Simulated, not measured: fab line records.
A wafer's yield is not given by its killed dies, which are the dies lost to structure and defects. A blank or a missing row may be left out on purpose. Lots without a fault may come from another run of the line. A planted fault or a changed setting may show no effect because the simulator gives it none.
Which tool did it? || flow n5_finfet || Sampling: 11 lots, 32 wafers, 2 of 1938 route steps

## WHAT THE GAUGES SHOWED, per wafer
N5_MIM_BOT_LITHO_OVL_MEAS_11.
{"lot": "L448", "measured": "day 12 10:31", "on": "overlay-02", "MIM_BOT_OVL (nm)": "0 12 9"}
{"lot": "L449", "measured": "day 12 18:06", "on": "overlay-01", "MIM_BOT_OVL (nm)": "2 7 -1"}
{"lot": "L455", "measured": "day 13 23:55", "on": "overlay-02", "MIM_BOT_OVL (nm)": "-2 0 3"}
{"lot": "L451", "measured": "day 14 04:19", "on": "overlay-01", "MIM_BOT_OVL (nm)": "-1 -1"}
{"lot": "L454", "measured": "day 14 04:26", "on": "overlay-02", "MIM_BOT_OVL (nm)": "3 6 -1"}
{"lot": "L457", "measured": "day 14 15:37", "on": "overlay-02", "MIM_BOT_OVL (nm)": "-4 -3 -5"}
{"lot": "L462", "measured": "day 15 22:41", "on": "overlay-02", "MIM_BOT_OVL (nm)": "3 8 6"}
{"lot": "L463", "measured": "day 16 05:38", "on": "overlay-01", "MIM_BOT_OVL (nm)": "-4 -3 -5"}
{"lot": "L467", "measured": "day 17 00:37", "on": "overlay-02", "MIM_BOT_OVL (nm)": "-3 3 1"}
{"lot": "L468", "measured": "day 17 01:17", "on": "overlay-02", "MIM_BOT_OVL (nm)": "7 11 14"}
{"lot": "L469", "measured": "day 18 03:58", "on": "overlay-02", "MIM_BOT_OVL (nm)": "-10 -8 1"}

## TOOL THAT RAN EACH LOT (tool first, then ch and the chambers of the sampled wafers, then the start)
{"lot": "L448", "N5_BEOL_M2_SPUTTER_90": "pvd_sputter-02, day 7 02:36"}
{"lot": "L449", "N5_BEOL_M2_SPUTTER_90": "pvd_sputter-03, day 7 04:01"}
{"lot": "L455", "N5_BEOL_M2_SPUTTER_90": "pvd_sputter-03, day 8 12:07"}
{"lot": "L451", "N5_BEOL_M2_SPUTTER_90": "pvd_sputter-02, day 8 12:30"}
{"lot": "L454", "N5_BEOL_M2_SPUTTER_90": "pvd_sputter-02, day 8 14:20"}
{"lot": "L457", "N5_BEOL_M2_SPUTTER_90": "pvd_sputter-02, day 9 03:19"}
{"lot": "L462", "N5_BEOL_M2_SPUTTER_90": "pvd_sputter-02, day 10 22:21"}
{"lot": "L463", "N5_BEOL_M2_SPUTTER_90": "pvd_sputter-02, day 11 08:23"}
{"lot": "L467", "N5_BEOL_M2_SPUTTER_90": "pvd_sputter-03, day 11 20:14"}
{"lot": "L468", "N5_BEOL_M2_SPUTTER_90": "pvd_sputter-01, day 12 03:23"}
{"lot": "L469", "N5_BEOL_M2_SPUTTER_90": "pvd_sputter-03, day 12 06:19"}
- N5_BEOL_M2_SPUTTER_90: material Cu, target thk 4.5 nm, time 8.29 s.

## THE ANSWER, worked out from the rows above alone
Rule: usual is defined by the lots themselves. The widest of any qualifying gaps counts: lots, ordered by their means at a reading, are off when they make up no more than a third of the lots, leave a main group of 4 or more, and stand apart from it by 3 or more times the standard deviation of that group's means. Not used: any main group whose means are identical at the precision the tables above print for the reading. A lot without any number at a reading at which 4 lots or more have one is off too. Any other lot the step has rows for is counted as sound.
Across all readings shown, no lot is off: no conclusion can be drawn from this.

## WHAT THE SIMULATOR HAD PUT IN
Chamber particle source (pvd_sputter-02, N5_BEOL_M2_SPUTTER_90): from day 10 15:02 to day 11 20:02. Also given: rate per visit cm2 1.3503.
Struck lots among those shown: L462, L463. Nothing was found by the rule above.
